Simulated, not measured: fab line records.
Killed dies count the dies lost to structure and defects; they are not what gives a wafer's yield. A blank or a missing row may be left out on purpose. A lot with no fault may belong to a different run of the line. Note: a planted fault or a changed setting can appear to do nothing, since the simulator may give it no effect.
What tool caused it? | flow nandHarc | 6 lots, 18 wafers sampled, at 2 steps of a route of 1302

## WHAT THE GAUGES READ, wafer by wafer
NHARC_P_GATE_CD_MEAS_11: the cd target is 1640 nm.
lot  | measured     | on       | cdNm (nm)
L519 | day 5 11:01  | cdSem-03 | 1640.6 1638.9 1640.2
L521 | day 6 05:19  | cdSem-01 | 1639.5 1639.7 1640.0
L523 | day 6 18:56  | cdSem-02 | - - -
L534 | day 11 10:31 | cdSem-02 | 1640.4 1641.1 1643.1
L537 | day 12 18:05 | cdSem-02 | 1640.0 1640.9 1641.2
L540 | day 13 23:36 | cdSem-02 | 1640.9 1640.3 1641.0

## TOOL THAT RAN EACH LOT (tool first, then ch and the chambers of the sampled wafers, then the start)
lot  | NHARC_P_GATE_EXPOSE_08
L519 | krfScanner-02 ch 0, day 5 10:52
L521 | krfScanner-02 ch 0, day 6 05:10
L523 | krfScanner-02 ch 0, day 6 18:47
L534 | krfScanner-02 ch 0, day 11 10:21
L537 | krfScanner-03 ch 0, day 12 17:56
L540 | krfScanner-01 ch 0, day 13 23:27
- NHARC_P_GATE_EXPOSE_08: exposes mask P HV.

## THE ANSWER, worked out from the rows above alone
Rule: usual is defined by the lots themselves. Put in order of their means at a reading, lots are off if they are a third of the lots or fewer, leave a main group of 4 or more, and stand apart from it by a gap of 3 or more times the standard deviation of the main group's means; of several such gaps the widest counts. A main group whose means are all the same, to the digits that the tables above print for the reading, isn't used. Also off: a lot with no number at a reading for which 4 or more lots have one. Any other lot the step has rows for is counted as sound.
Off at NHARC_P_GATE_CD_MEAS_11 (cdNm): L523. Without a number there: L523. Mean 1640.5 nm and standard deviation 0.65 in the main group.
A tool fits if, at a process step before that reading, it ran every lot that is off, and no sound lot after the first of them. Those tools and the gauges at NHARC_P_GATE_CD_MEAS_11 are tried in the same way. Not one of the candidates tried fits.

## WHAT THE SIMULATOR HAD PUT IN
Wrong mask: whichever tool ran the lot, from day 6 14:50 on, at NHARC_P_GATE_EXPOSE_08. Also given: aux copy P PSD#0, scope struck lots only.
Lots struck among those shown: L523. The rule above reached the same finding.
